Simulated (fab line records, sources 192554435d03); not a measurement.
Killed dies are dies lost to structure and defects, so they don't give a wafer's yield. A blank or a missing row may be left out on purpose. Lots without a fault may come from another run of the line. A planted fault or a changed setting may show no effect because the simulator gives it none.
fab line records | flow n5_finfet
record lots=6 wafers=18 last_day=18
route steps=1938 shown BEOL_M0_SAQP@651 BEOL_M4@1111
lots that met no fault: from a run of the same line without faults
start_h: hours from the record's first day to the start of the lot's first wafer shown | wait_h: hours since the lot's step before | " the same as in the row above | L1.1+2: a row that stands for several wafers | - no value, or no start given | * or withheld: withheld | < > ~ a bound
route shown NAME@n: a module of which the file shows steps, and the number in the route of the first | usual: mean/standard deviation of fault-free wafers | same: alike in all rows | chamber/n: place in a boat | sites: the reading at each site | _std_site: their standard deviation | _edge_site: outer sites' mean less inner sites' | radius_mm: how far each site lies from the wafer's centre | mask NAME#n: copy n | behind: the tool/chamber that last shaped the wafer | hold: why the lot was held/for how many hours/how that ended | device: the transistor (n, p or np) that didn't switch | end of line: the same wafers' tests at the end of the route | a step without rows: its recipe alone | killed: dies lost to structure and defects at the first sort, not the wafer's yield | map: a wafer's dies, x killed, . not, _ none there
set.NAME: the setting as run; set.NAME@STEP: as run at that earlier step | model.NAME: the simulator's own value behind a step, which no gauge read
lots at some steps of the route; a table a step, a row a wafer
services: from which hour (start_h, from the record's first day; less than 0 if before it) a tool's chamber was out of use, for how many hours, and why
## steps
# step N5_BEOL_M0_SAQP_INSPECT_16
# recipe mode=adi inspect_instrument=brightfield
# usual raw_defect_count=499/130
# columns lot.wafer tool chamber start_h wait_h raw_defect_count
L690.1 defect_inspect-02 - 113.29 0.0 499
L690.2 " - " " 323
L690.6 " - " " 328
L695.1 defect_inspect-01 - 141.64 0.0 419
L695.5 " - " " 485
L695.6 " - " " 413
L696.2 defect_inspect-02 - 149.50 0.0 663
L696.4 " - " " 467
L696.5 " - " " 466
L705.1 defect_inspect-01 - 206.77 0.0 429
L705.2 " - " " 790
L705.3 " - " " 600
L706.2 defect_inspect-02 - 209.25 0.0 658
L706.4 " - " " 808
L706.5 " - " " 624
L711.2 defect_inspect-02 - 263.67 0.0 420
L711.4 " - " " 431
L711.6 " - " " 458
# step N5_BEOL_M0_SAQP_DESCUM_19
# recipe chemistry=O2 time_s=7.9 source_power_w=50 bias_power_w=20 pressure_mtorr=20 rf_frequency_hz=2.712e+07 temp_c=40 resist=CAR-ArF o2_flow_sccm=225
# usual drypump_motor_current_A=5.9/0.44 oes_product_au=0.72/0.041 rf_vpp_V=243.6/1.3 showerhead_plenum_p_Torr=2.13/0.061 throttle_valve_pct=20.57/0.17
# columns lot.wafer tool chamber start_h wait_h drypump_motor_current_A oes_product_au rf_hours_counter_h rf_vpp_V showerhead_plenum_p_Torr throttle_valve_pct
L690.1 rie_diel-03 2 113.63 0.3 5.6 0.80 82 242.6 2.14 20.76
L690.2 " 3 " " 5.9 0.69 198 244.8 2.16 20.75
L690.6 " 2 " " 5.6 0.80 - 243.1 2.14 20.75
L695.1 rie_diel-06 1 141.86 0.2 5.7 0.70 192 244.9 2.18 20.34
L695.5 " 2 " " 6.7 0.80 - 241.9 2.03 20.44
L695.6 " 1 " " 5.7 0.70 - 244.7 2.18 20.33
L696.2 rie_diel-06 3 149.57 0.1 5.1 0.75 194 241.8 2.00 20.60
L696.4 " 0 " " 5.8 0.71 187 245.0 2.20 20.53
L696.5 " 1 " " 5.7 0.70 - 245.4 2.18 20.34
L705.1 rie_diel-03 3 206.80 0.0 5.9 0.67 231 243.0 2.15 20.81
L705.2 " 1 " " 6.4 0.68 240 242.7 2.14 20.51
L705.3 " 0 " " 5.9 0.71 197 242.9 2.15 20.42
L706.2 rie_diel-06 0 209.29 0.0 5.7 0.71 205 243.7 2.19 20.56
L706.4 " 2 " " 6.8 0.79 142 243.3 2.02 20.47
L706.5 " 0 " " 5.7 0.70 - 244.3 2.19 20.54
L711.2 rie_diel-03 3 263.86 0.2 5.8 0.67 244 244.4 2.14 20.82
L711.4 " 1 " " 6.4 0.67 - 245.1 2.14 20.53
L711.6 " 3 " " 5.9 0.66 - 244.3 2.14 20.83
# step N5_BEOL_M0_SAQP_ETCH_83
# recipe chemistry=CF4 target=SiARC target_depth_a=390 mask_material=CAR-ArF time_s=65 ion_energy_ev=80 pressure_mtorr=40 source_w=545 bias_w=36 Ar_flow_sccm=100 cf4_flow_sccm=100 ends=cleared
# step N5_BEOL_M0_SAQP_ETCH_84
# recipe chemistry=N2/H2 target=SOC target_depth_a=1000 overetch_a=200 mask_material=SiARC temp_c=40 time_s=150 ion_energy_ev=200 pressure_mtorr=30 source_w=840 bias_w=150 n2_flow_sccm=200 h2_flow_sccm=200
# step N5_BEOL_M0_SAQP_STRIP_80
# recipe chemistry=N2/H2 temp_c=40 n2_flow_sccm=200 h2_flow_sccm=200 rf_frequency_hz=6e+07
# step N5_BEOL_M0_SAQP_HM_OPEN_112
# recipe chemistry=CHF3/O2 target=SiO2 stop_on=a-Si target_depth_a=120 over_etch_frac=1.25 mask_material=SOC time_s=13.5 pressure_mtorr=30 source_w=650 bias_w=170 Ar_flow_sccm=200 CHF3_flow_sccm=50 O2_flow_sccm=5 ion_energy_ev=200 ends=end_point
# step N5_BEOL_M0_SAQP_STRIP_113
# recipe chemistry=CHF3/O2 resist=SiARC rf_frequency_hz=6e+07
# step N5_BEOL_M0_SAQP_MANDREL_ETCH_20
# recipe target_depth_a=600 chemistry=HBr/Cl2 target=a-Si stop_on=SiNx bt_time_s=10 mask_material=SOC over_etch_frac=0.5 time_s=30 pressure_mtorr=10 icp_w=800 bias_w=75 HBr_flow_sccm=150 Cl2_flow_sccm=80 ends=end_point
# step N5_BEOL_M0_SAQP_STRIP_86
# recipe chemistry=N2/H2 power_w=500 temp_c=40 pressure_mtorr=50 rf_frequency_hz=6e+07 overash_fraction=0.3 bias_power_w=28 h2_frac=0.5 n2_flow_sccm=300 h2_flow_sccm=300
# step N5_BEOL_M0_SAQP_STRIP_115
# recipe chemistry=post_etch_residue_remover time_s=60 temp_c=25 remover_ph=withheld remover_water_wt_pct=withheld remover_fluoride_wt_pct=withheld
# step N5_BEOL_M0_SAQP_SRD_93
# recipe dry=ipa_marangoni time_s=30 temp_c=23 rinse_liquid=diw
# step N5_BEOL_M0_SAQP_RECESS_114
# recipe chemistry=HF/NH3 target=SiO2 target_depth_a=144 afs_cycles=3 temp_c=30 sublimation_temp_c=180 sublimation_time_s=60
# usual drypump_motor_current_A=5.53/0.12 sublimation_temp_c=179.99/0.15
# columns lot.wafer tool chamber start_h wait_h drypump_motor_current_A sublimation_temp_c
L690.1 vapor_etch-02 0 114.21 0.0 5.38 180.12
L690.2 " 1 " " 5.53 180.20
L690.6 " 1 " " 5.51 180.11
L695.1 vapor_etch-02 1 142.37 0.0 5.51 180.00
L695.5 " 1 " " 5.52 179.76
L695.6 " 0 " " 5.37 179.94
L696.2 vapor_etch-01 0 150.19 0.1 5.68 179.95
L696.4 " 1 " " 5.61 179.91
L696.5 " 1 " " 5.63 179.92
L705.1 vapor_etch-01 0 207.31 0.0 5.67 180.07
L705.2 " 1 " " 5.60 179.99
L705.3 " 1 " " 5.63 179.94
L706.2 vapor_etch-02 1 209.79 0.0 5.49 180.05
L706.4 " 1 " " 5.52 179.89
L706.5 " 1 " " 5.53 179.93
L711.2 vapor_etch-02 0 264.38 0.0 5.34 179.87
L711.4 " 0 " " 5.36 179.99
L711.6 " 0 " " 5.34 179.97
# step N5_BEOL_M0_SAQP_SPACER1_ALD_98
# recipe material=SiO2 target_thk_a=128 temp_c=300 ald_precursor_family=BDEAS ald_co_reactant=O2-plasma pulse_time_s=1 purge_time_s=2 co_reactant_purge_time_s=2 ald_cycles=138 pressure_torr=2
# usual ald_cycles=138/0 chamber_pressure_Torr=2.000/0.0045 heater_power_w=476/68 precursor_pulse_height_rel=1.001/0.02
# columns lot.wafer tool chamber start_h wait_h ald_cycles chamber_pressure_Torr heater_power_w precursor_pulse_height_rel
L690.1 ald_sin-04 2 114.60 0.3 138 2.002 413 0.977
L690.2 " 3 " " 138 2.002 490 0.994
L690.6 " 0 " " 138 1.998 446 1.001
L695.1 ald_sin-01 3 142.75 0.3 - - - -
L695.5 " 3 " " - - - -
L695.6 " 0 " " - - - -
L696.2 ald_sin-02 1 150.58 0.3 - - - -
L696.4 " 0 " " - - - -
L696.5 " 2 " " - - - -
L705.1 ald_sin-01 2 207.69 0.3 138 1.997 533 1.018
L705.2 " 3 " " 138 1.995 523 0.998
L705.3 " 1 " " 138 1.999 398 0.959
L706.2 ald_sin-04 3 210.18 0.3 138 1.998 500 0.987
L706.4 " 2 " " 138 1.995 420 0.997
L706.5 " 1 " " 138 1.997 566 1.017
L711.2 ald_sin-04 1 264.76 0.3 138 1.997 587 1.002
L711.4 " 0 " " 138 1.996 441 1.037
L711.6 " 3 " " 138 2.008 500 0.970
# step N5_BEOL_M0_SAQP_SPACER1_ETCHBACK_99
# recipe chemistry=CHF3/O2 mode=anisotropic_etchback target=SiO2 target_depth_a=154 time_s=7.7 pressure_mtorr=30 source_w=650 bias_w=170 Ar_flow_sccm=200 CHF3_flow_sccm=50 O2_flow_sccm=5 ion_energy_ev=200
# usual drypump_motor_current_A=5.9/0.42 oes_o_777_au=0.72/0.04 oes_product_au=0.71/0.036 rf_vpp_V=527/18 showerhead_plenum_p_Torr=2.46/0.062 throttle_valve_pct=19.02/0.2
# columns lot.wafer tool chamber start_h wait_h drypump_motor_current_A oes_o_777_au oes_product_au rf_hours_counter_h rf_vpp_V showerhead_plenum_p_Torr throttle_valve_pct
L690.1 rie_diel-05 2 115.12 0.3 6.4 0.75 0.74 182 525 2.50 18.80
L690.2 " 0 " " 5.3 0.79 0.79 140 525 2.51 18.66
L690.6 " 2 " " 6.4 0.75 0.75 - 525 2.50 18.78
L695.1 rie_diel-06 0 143.23 0.3 5.7 0.72 0.70 186 543 2.46 18.61
L695.5 " 2 " " 6.7 0.77 0.79 - 542 2.34 18.98
L695.6 " 1 " " 5.7 0.72 0.69 - 517 2.52 18.86
L696.2 rie_diel-03 3 151.05 0.3 5.9 0.71 0.69 212 509 2.49 19.29
L696.4 " 0 " " 5.9 0.70 0.71 - 557 2.51 18.98
L696.5 " 2 " " 5.6 0.80 0.78 - 506 2.44 19.11
L705.1 rie_diel-03 2 208.17 0.3 5.6 0.78 0.75 116 506 2.43 19.14
L705.2 " 1 " " 6.4 0.67 0.67 240 514 2.49 19.16
L705.3 " 0 " " 5.9 0.68 0.70 198 559 2.50 19.01
L706.2 rie_diel-06 1 210.65 0.3 5.7 0.70 0.69 212 516 2.51 18.89
L706.4 " 1 " " 5.7 0.70 0.69 - 516 2.51 18.90
L706.5 " 0 " " 5.7 0.71 0.70 - 541 2.45 18.64
L711.2 rie_diel-05 3 265.24 0.3 6.1 0.69 0.66 248 537 2.40 19.18
L711.4 " 2 " " 6.4 0.72 0.71 228 525 2.49 18.86
L711.6 " 2 " " 6.4 0.72 0.71 - 524 2.49 18.85
# step N5_BEOL_M0_SAQP_MANDREL1_REMOVE_100
# recipe chemistry=HBr/Cl2/O2 bt_time_s=10 target=a-Si stop_on=SiNx endpoint=OES-SiCl over_etch_frac=0.85 icp_w=600 bias_w=30 HBr_flow_sccm=150 Cl2_flow_sccm=80 O2_flow_sccm=5 pressure_mtorr=10
# usual drypump_motor_current_A=5.6/0.42 oes_o_777_au=1.02/0.07 oes_product_au=0.996/0.02 throttle_valve_pct=36.9/0.5
# columns lot.wafer tool chamber start_h wait_h drypump_motor_current_A oes_o_777_au oes_product_au rf_hours_counter_h throttle_valve_pct model.BEOL_M0_SAQP.cd_nm
L690.1 rie_si-03 2 115.21 0.1 5.1 0.88 0.963 94 36.2 12.8
L690.2 " 0 " " 5.8 1.10 1.031 157 37.0 12.8
L690.6 " 3 " " 6.7 0.92 0.986 - 37.0 12.8
L695.1 rie_si-05 1 143.31 0.1 5.7 1.10 1.024 4 37.3 42
L695.5 " 1 " " 5.7 1.11 1.027 - 37.3 42.4
L695.6 " 2 " " 5.0 0.92 1.013 - 37.2 41.8
L696.2 rie_si-06 2 151.14 0.1 5.5 1.00 0.985 99 37.6 42
L696.4 " 2 " " 5.4 1.01 0.984 - 37.6 43.4
L696.5 " 1 " " 5.2 1.07 1.007 - 36.4 42.8
L705.1 rie_si-06 0 208.25 0.1 5.6 1.05 1.002 10 37.0 12.6
L705.2 " 3 " " 5.6 1.07 1.012 1 36.4 12.8
L705.3 " 1 " " 5.2 1.07 0.998 11 36.4 12.8
L706.2 rie_si-06 2 210.74 0.1 5.4 1.01 0.976 101 37.5 13
L706.4 " 1 " " 5.1 1.06 0.983 11 36.4 12.8
L706.5 " 0 " " 5.7 1.04 1.003 - 37.0 12.6
L711.2 rie_si-06 2 265.33 0.1 5.4 1.00 0.972 101 37.5 12.8
L711.4 " 1 " " 5.1 1.08 0.999 12 36.4 13
L711.6 " 1 " " 5.1 1.06 1.001 - 36.4 13
# step N5_BEOL_M0_SAQP_CD_MEAS_25
# recipe target_cd_nm=13.1 landing_energy_ev=1000 detector=se_inlens
# usual cd_nm=12.80/0.23
# columns lot.wafer tool chamber start_h wait_h cd_nm
L690.1 cd_sem-01 0 115.32 0.1 12.83
L690.2 " 0 " " 12.65
L690.6 " 0 " " 12.81
L695.1 cd_sem-03 0 143.42 0.1 -
L695.5 " 0 " " -
L695.6 " 0 " " -
L696.2 cd_sem-03 0 151.25 0.1 -
L696.4 " 0 " " -
L696.5 " 0 " " -
L705.1 cd_sem-02 0 208.36 0.1 12.65
L705.2 " 0 " " 13.06
L705.3 " 0 " " 12.87
L706.2 cd_sem-03 0 210.85 0.1 13.38
L706.4 " 0 " " 12.77
L706.5 " 0 " " 12.63
L711.2 cd_sem-01 0 265.44 0.1 12.92
L711.4 " 0 " " 12.50
L711.6 " 0 " " 13.15
# step N5_BEOL_M0_SAQP_ETCH_101
# recipe chemistry=CH3F/O2 target=SiNx mask_material=SiO2 target_depth_a=299 time_s=42.7 pressure_mtorr=30 source_w=395 bias_w=73 Ar_flow_sccm=150 CH3F_flow_sccm=30 O2_flow_sccm=20 ion_energy_ev=120
# step N5_BEOL_M0_SAQP_ETCH_102
# recipe chemistry=CF4 target=SiO2 target_depth_a=40 ion_energy_ev=350 time_s=4.4 pressure_mtorr=10 icp_w=800 bias_w=400 cf4_flow_sccm=80
# step N5_BEOL_M0_SAQP_MANDREL_ETCH_103
# recipe chemistry=HBr/Cl2 target=a-Si target_depth_a=450 bt_time_s=10 stop_on=SiCN mask_material=SiO2 over_etch_frac=0.8 time_s=27 pressure_mtorr=10 icp_w=800 bias_w=75 HBr_flow_sccm=150 Cl2_flow_sccm=80 ends=end_point
# step N5_BEOL_M0_SAQP_RECESS_104
# recipe chemistry=HF/NH3 target=SiO2 target_depth_a=180 afs_cycles=3 temp_c=30 sublimation_temp_c=180 sublimation_time_s=60
# usual drypump_motor_current_A=5.54/0.12 sublimation_temp_c=180.00/0.14
# columns lot.wafer tool chamber start_h wait_h drypump_motor_current_A sublimation_temp_c
L690.1 vapor_etch-02 1 115.67 0.1 5.50 179.98
L690.2 " 0 " " 5.37 179.80
L690.6 " 1 " " 5.51 180.01
L695.1 vapor_etch-02 0 143.68 0.1 5.38 180.18
L695.5 " 0 " " 5.37 180.11
L695.6 " 1 " " 5.49 180.12
L696.2 vapor_etch-01 1 151.51 0.1 5.63 179.87
L696.4 " 1 " " 5.64 179.75
L696.5 " 1 " " 5.63 179.91
L705.1 vapor_etch-01 1 208.63 0.1 5.64 180.11
L705.2 " 0 " " 5.67 180.01
L705.3 " 0 " " 5.67 180.10
L706.2 vapor_etch-02 0 211.11 0.1 5.36 180.32
L706.4 " 1 " " 5.47 180.08
L706.5 " 1 " " 5.50 179.89
L711.2 vapor_etch-02 1 265.70 0.1 5.51 180.18
L711.4 " 0 " " 5.36 180.09
L711.6 " 1 " " 5.49 179.91
# step N5_BEOL_M0_SAQP_COAT_105
# recipe resist=SOC temp_c=250 time_s=60 spin_rpm=1500 resist_thk_nm=100
# step N5_BEOL_M0_SAQP_ETCH_106
# recipe chemistry=N2/H2 target=SOC target_depth_a=1500 stop_on=SiNx ion_energy_ev=100 bias_w=61 pressure_mtorr=30 source_w=850 n2_flow_sccm=200 h2_flow_sccm=200
# step N5_BEOL_M0_SAQP_ETCH_107
# recipe chemistry=CH3F/O2 target=SiNx target_depth_a=300 mask_material=SOC pressure_mtorr=30 source_w=395 bias_w=73 Ar_flow_sccm=150 CH3F_flow_sccm=30 O2_flow_sccm=20 ion_energy_ev=120
# step N5_BEOL_M0_SAQP_STRIP_108
# recipe chemistry=N2/H2 power_w=500 temp_c=40 pressure_mtorr=50 rf_frequency_hz=6e+07 overash_fraction=0.3 bias_power_w=28 h2_frac=0.5 n2_flow_sccm=300 h2_flow_sccm=300
# usual drypump_motor_current_A=5.9/0.47 n2_flow_sccm=300.1/1 oes_product_au=0.72/0.039 rf_vpp_V=122.1/1 showerhead_plenum_p_Torr=3.41/0.11 throttle_valve_pct=19.2/0.46
# columns lot.wafer tool chamber start_h wait_h drypump_motor_current_A n2_flow_sccm oes_product_au rf_hours_counter_h rf_vpp_V showerhead_plenum_p_Torr throttle_valve_pct
L690.1 rie_diel-05 1 116.22 0.0 5.1 301.2 0.72 170 121.5 3.51 19.4
L690.2 " 2 " " 6.4 301.5 0.74 182 123.0 3.50 19.5
L690.6 " 0 " " 5.3 300.8 0.77 - 122.4 3.49 18.5
L695.1 rie_diel-05 0 144.41 0.0 5.3 299.0 0.77 146 123.1 3.48 18.5
L695.5 " 3 " " 6.1 301.1 0.66 - 120.7 3.33 19.4
L695.6 " 2 " " 6.3 299.1 0.74 - 123.7 3.49 19.5
L696.2 rie_diel-05 2 152.08 0.0 6.4 302.3 0.74 194 121.6 3.49 19.5
L696.4 " 1 " " 5.1 299.1 0.70 182 123.3 3.51 19.4
L696.5 " 2 " " 6.4 300.9 0.74 - 123.3 3.49 19.5
L705.1 rie_diel-03 1 209.18 0.0 6.4 300.4 0.68 240 123.2 3.48 19.5
L705.2 " 3 " " 5.9 299.3 0.67 232 122.3 3.48 20.2
L705.3 " 2 " " 5.6 299.8 0.76 117 121.1 3.40 19.4
L706.2 rie_diel-03 2 211.66 0.0 5.7 299.4 0.77 118 121.0 3.39 19.4
L706.4 " 3 " " 5.9 300.7 0.67 233 124.3 3.48 20.2
L706.5 " 1 " " 6.5 299.4 0.69 - 122.1 3.48 19.5
L711.2 rie_diel-03 3 266.24 0.0 5.9 299.7 0.65 245 121.8 3.48 20.2
L711.4 " 3 " " 5.9 297.8 0.66 - 121.1 3.48 20.2
L711.6 " 1 " " 6.4 301.2 0.67 - 123.1 3.47 19.5
# step N5_BEOL_M0_SAQP_RECESS_109
# recipe chemistry=HF/NH3 target=SiO2 target_depth_a=30 afs_cycles=1 temp_c=30 sublimation_temp_c=180 sublimation_time_s=60
# step N5_BEOL_M0_SAQP_SPACER2_ALD_26
# recipe material=SiO2 target_thk_a=150 temp_c=300 ald_precursor_family=BDEAS ald_co_reactant=O2-plasma pulse_time_s=1 purge_time_s=2 co_reactant_purge_time_s=2 pressure_torr=2
# step N5_BEOL_M0_SAQP_SPACER2_ETCHBACK_27
# recipe chemistry=CHF3/O2 mode=anisotropic_etchback target=SiO2 target_depth_a=225 time_s=11.25 pressure_mtorr=30 source_w=650 bias_w=170 Ar_flow_sccm=200 CHF3_flow_sccm=50 O2_flow_sccm=5 ion_energy_ev=200
# step N5_BEOL_M0_SAQP_MANDREL2_REMOVE_110
# recipe chemistry=HBr/Cl2/O2 bt_time_s=10 target=a-Si stop_on=SiCN endpoint=OES-SiCl over_etch_frac=1 icp_w=600 bias_w=30 HBr_flow_sccm=150 Cl2_flow_sccm=80 O2_flow_sccm=5 pressure_mtorr=10
# usual drypump_motor_current_A=5.7/0.5 oes_o_777_au=1.01/0.081 oes_product_au=0.998/0.024 throttle_valve_pct=37.0/0.54
# columns lot.wafer tool chamber start_h wait_h drypump_motor_current_A oes_o_777_au oes_product_au rf_hours_counter_h throttle_valve_pct model.BEOL_M0_SAQP.cd_nm
L690.1 rie_si-03 3 117.06 0.1 6.7 0.92 0.985 40 37.0 15
L690.2 " 1 " " 5.8 0.96 0.985 34 38.0 15.2
L690.6 " 0 " " 5.8 1.10 1.033 - 37.1 14.8
L695.1 rie_si-06 1 145.36 0.1 5.1 1.07 1.010 9 36.4 42.2
L695.5 " 1 " " 5.2 1.07 1.006 - 36.4 42.4
L695.6 " 2 " " 5.4 1.00 0.971 - 37.6 41.8
L696.2 rie_si-06 1 152.92 0.1 5.2 1.06 1.001 10 36.4 42
L696.4 " 1 " " 5.2 1.07 1.006 - 36.4 44
L696.5 " 2 " " 5.4 1.01 0.990 - 37.5 43.4
L705.1 rie_si-03 0 210.02 0.1 5.8 1.10 1.031 158 37.1 14.8
L705.2 " 1 " " 5.8 0.96 0.988 36 38.0 15
L705.3 " 3 " " 6.7 0.92 0.992 42 37.0 14.8
L706.2 rie_si-03 0 212.50 0.1 5.8 1.09 1.042 158 37.0 14.8
L706.4 " 1 " " 5.8 0.96 0.998 - 37.9 15
L706.5 " 0 " " 5.8 1.11 1.044 - 37.1 14.8
L711.2 rie_si-05 3 267.09 0.1 6.3 1.01 0.992 132 36.3 14.8
L711.4 " 2 " " 5.0 0.92 1.019 48 37.2 15.2
L711.6 " 0 " " 5.5 1.13 0.974 - 36.6 15
# step N5_BEOL_M0_SAQP_CD_MEAS_29
# recipe target_cd_nm=14.4 landing_energy_ev=1000 detector=se_inlens
# usual cd_nm=15.09/0.25
# columns lot.wafer tool chamber start_h wait_h cd_nm
L690.1 cd_sem-02 0 117.17 0.1 15.10
L690.2 " 0 " " 15.25
L690.6 " 0 " " 14.97
L695.1 cd_sem-01 0 145.47 0.1 -
L695.5 " 0 " " -
L695.6 " 0 " " -
L696.2 cd_sem-02 0 153.03 0.1 -
L696.4 " 0 " " -
L696.5 " 0 " " -
L705.1 cd_sem-02 0 210.13 0.1 14.60
L705.2 " 0 " " 15.00
L705.3 " 0 " " 15.02
L706.2 cd_sem-03 0 212.62 0.1 14.56
L706.4 " 0 " " 14.98
L706.5 " 0 " " 14.71
L711.2 cd_sem-03 0 267.20 0.1 14.96
L711.4 " 0 " " 14.96
L711.6 " 0 " " 14.91
# step N5_BEOL_M4_RC_MEAS_101
# usual DIBL_N=36.2/2.2 DIBL_P=36.5/3 IOFF_N=0.16/0.039 IOFF_P=0.22/0.047 ION_N=675/15 ION_P=463/10 SS_N=71.6/0.71 SS_P=73.4/0.94 VT_N=250/3.6 VT_P=-250/3.9
# columns lot.wafer tool chamber start_h wait_h DIBL_N[mV/V] DIBL_P[mV/V] IOFF_N[nA/um] IOFF_P[nA/um] ION_N[uA/um] ION_P[uA/um] SS_N[mV/dec] SS_P[mV/dec] VT_N[mV] VT_P[mV]
L690.1 prober-01 0 167.22 0.0 34.5 30.9 0.11 0.14 655 447 71.3 71.7 256 -256
L690.2 " 0 " " 37.6 36.6 0.17 0.23 677 464 72.7 73.5 249 -249
L690.6 " 0 " " 38.1 35.8 0.18 0.22 679 456 72.9 73.6 248 -250
L705.1 prober-02 0 271.97 0.0 34.3 34.9 0.12 0.18 655 455 70.4 72.6 251 -252
L705.2 " 0 " " 36.5 38.4 0.16 0.25 665 465 72.4 74.0 250 -249
L705.3 " 0 " " 34.4 34.6 0.11 0.15 654 454 71.1 72.7 257 -253
L706.2 prober-02 0 280.30 0.2 34.7 33.9 0.14 0.17 669 451 71.6 72.9 249 -255
L706.4 " 0 " " 31.0 29.2 0.09 0.13 645 446 70.2 71.6 255 -255
L706.5 " 0 " " 36.7 37.9 0.19 0.25 703 483 71.9 73.2 246 -247
L711.2 prober-02 0 317.39 0.2 36.9 35.4 0.16 0.19 691 472 70.5 73.5 251 -252
L711.4 " 0 " " 36.2 34.3 0.13 0.17 653 449 72.0 73.8 252 -253
L711.6 " 0 " " 39.9 39.3 0.20 0.25 684 471 72.5 74.0 248 -251
## services
# columns tool chamber start_h hours kind
rie_si-06 0 94.55 2.9 repair
rie_si-03 - 99.66 0.3 repair
rie_si-06 - 104.32 8.3 repair
rie_diel-03 0 109.28 3.0 repair
ald_sin-01 0 116.62 14.9 repair
rie_si-03 2 117.00 9.9 repair
rie_diel-06 0 119.35 10.0 repair
rie_diel-05 0 124.31 6.9 repair
rie_diel-03 1 127.54 46.7 repair
rie_diel-05 3 136.41 7.8 repair
rie_si-06 3 143.17 - clean
rie_si-06 1 158.58 1.1 repair
ald_sin-04 0 164.70 5.0 repair
ald_sin-02 - 181.32 0.4 repair
rie_diel-06 - 182.23 2.8 pm
vapor_etch-01 - 185.61 4.3 pm
ald_sin-01 0 201.35 5.4 repair
ald_sin-02 1 209.49 5.5 repair
rie_si-03 2 210.38 3.7 repair
ald_sin-02 0 217.68 2.5 repair
ald_sin-04 - 225.66 1.4 repair
rie_diel-03 - 242.73 14.6 pm
ald_sin-04 0 247.35 4.6 repair
rie_si-05 - 255.86 7.8 repair
## key
first_sign step=N5_BEOL_M0_SAQP_SPACER1_ALD_98 reading=tool_record direction=missing
effect step=N5_BEOL_M0_SAQP_CD_MEAS_25 reading=cd_nm direction=missing
effect step=N5_BEOL_M0_SAQP_CD_MEAS_29 reading=cd_nm direction=missing
model_effect step=N5_BEOL_M0_SAQP_MANDREL1_REMOVE_100 value=BEOL_M0_SAQP.cd_nm without=12.8 struck=42.4
model_effect step=N5_BEOL_M0_SAQP_MANDREL2_REMOVE_110 value=BEOL_M0_SAQP.cd_nm without=15.23 struck=42.63
met_at N5_BEOL_M0_SAQP_SPACER1_ALD_98
struck_wafers L695.1,L695.5,L695.6,L696.2,L696.4,L696.5
later_rows_left_out L695.1,L695.5,L695.6,L696.2,L696.4,L696.5
sort_left_out L695.1,L695.5,L695.6,L696.2,L696.4,L696.5
fault kind=skipped_step_whole tool=ald_sin-01,ald_sin-02 chamber=- onset_h=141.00 steps=N5_BEOL_M0_SAQP_SPACER1_ALD_98 scope=struck_lots_only
# sort_left_out: the simulated sort isn't trusted on such a fault, so these wafers' sort isn't shown, and their yield isn't known
# later_rows_left_out: the simulator's readings of these wafers behind a module that went badly wrong aren't trusted and aren't shown, but for the sort
